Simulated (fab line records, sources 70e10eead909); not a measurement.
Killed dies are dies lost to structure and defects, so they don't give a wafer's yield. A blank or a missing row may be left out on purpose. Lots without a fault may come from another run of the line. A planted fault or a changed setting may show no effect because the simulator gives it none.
Which tool did it? | flow nand_harc | 7 lots, 21 wafers sampled, at 4 steps of a route of 1302

WHAT THE GAUGES READ, wafer by wafer
NHARC_P_M2_THK_MEAS_24: measures by xrf.
lot  | measured     | on            | thk_nm (nm)
L420 | day 7 05:53  | film_metro-01 | 144.0 143.4 145.4
L430 | day 11 03:12 | film_metro-02 | 403.5 397.9 404.7
L431 | day 11 17:02 | film_metro-01 | 145.2 146.0 145.2
L434 | day 12 15:34 | film_metro-02 | 144.8 144.9 143.6
L436 | day 13 15:55 | film_metro-02 | 146.1 147.5 144.2
L438 | day 14 08:25 | film_metro-02 | 145.6 145.3 143.6
L440 | day 15 10:14 | film_metro-02 | 144.7 146.1 144.3

WHICH TOOL RAN EACH LOT (tool, then ch and the chambers of the sampled wafers, then the start)
lot  | NHARC_P_M2_DESCUM_14               | NHARC_P_M2_ETCH_28                            | NHARC_P_M2_CMP_23
L420 | rie_diel-03 ch 1,2,3, day 7 03:03  | rie_diel-10 ch 0,1,2, day 7 05:34 or earlier  | cmp-02 ch 0,1, day 7 05:34
L430 | rie_diel-01 ch 0,1,2, day 11 00:47 | rie_diel-01 ch 0,2,3, day 11 02:55 or earlier | cmp-03 ch 0,2,3, day 11 02:55
L431 | rie_diel-01 ch 1,2,3, day 11 14:35 | rie_diel-01 ch 0,1,3, day 11 16:44 or earlier | cmp-03 ch 1,2,3, day 11 16:44
L434 | rie_diel-01 ch 1,2, day 12 13:08   | rie_diel-10 ch 1,3, day 12 15:18 or earlier   | cmp-04 ch 0,1,2, day 12 15:18
L436 | rie_diel-01 ch 1,2, day 13 13:28   | rie_diel-10 ch 0,3, day 13 15:36 or earlier   | cmp-03 ch 0,2, day 13 15:36
L438 | rie_diel-01 ch 0,1,3, day 14 06:00 | rie_diel-10 ch 0,1,3, day 14 08:07 or earlier | cmp-04 ch 0,1,3, day 14 08:07
L440 | rie_diel-01 ch 0,2,3, day 15 07:50 | rie_diel-03 ch 0,2,3, day 15 09:56 or earlier | cmp-04 ch 0,2,3, day 15 09:56
- NHARC_P_M2_DESCUM_14: chemistry O2, time 3 s.
- NHARC_P_M2_ETCH_28: etches the open film in CF4/N2, target depth 30 nm, time 72.99 s.
- NHARC_P_M2_CMP_23: polishes, t overpolish 20 s, target thk 144.3 nm.

THE ANSWER, worked out from the rows above alone
Rule: what is usual is taken from the lots themselves. Put in order of their means at a reading, lots are off if they are a third of the lots or fewer, leave a main group of 4 or more, and stand apart from it by a gap of 3 or more times the standard deviation of the main group's means; of several such gaps the widest counts. A main group whose means are all the same, to the digits that the tables above print for the reading, isn't used. A lot without any number at a reading at which 4 lots or more have one is off too. The other lots that the step has rows for count as sound.
Off: L430, at NHARC_P_M2_THK_MEAS_24 (thk_nm). The main group: mean 145.0 nm, standard deviation 0.57.
A tool fits if, at a process step before that reading, it ran every lot that is off, and no sound lot after the first of them. The gauges at NHARC_P_M2_THK_MEAS_24 are tried like those tools. NHARC_P_M2_ETCH_28 gives no start for some lots, so the hours and the order of its lots are those of NHARC_P_M2_CMP_23. None of those tried fits.

WHAT THE SIMULATOR HAD PUT IN
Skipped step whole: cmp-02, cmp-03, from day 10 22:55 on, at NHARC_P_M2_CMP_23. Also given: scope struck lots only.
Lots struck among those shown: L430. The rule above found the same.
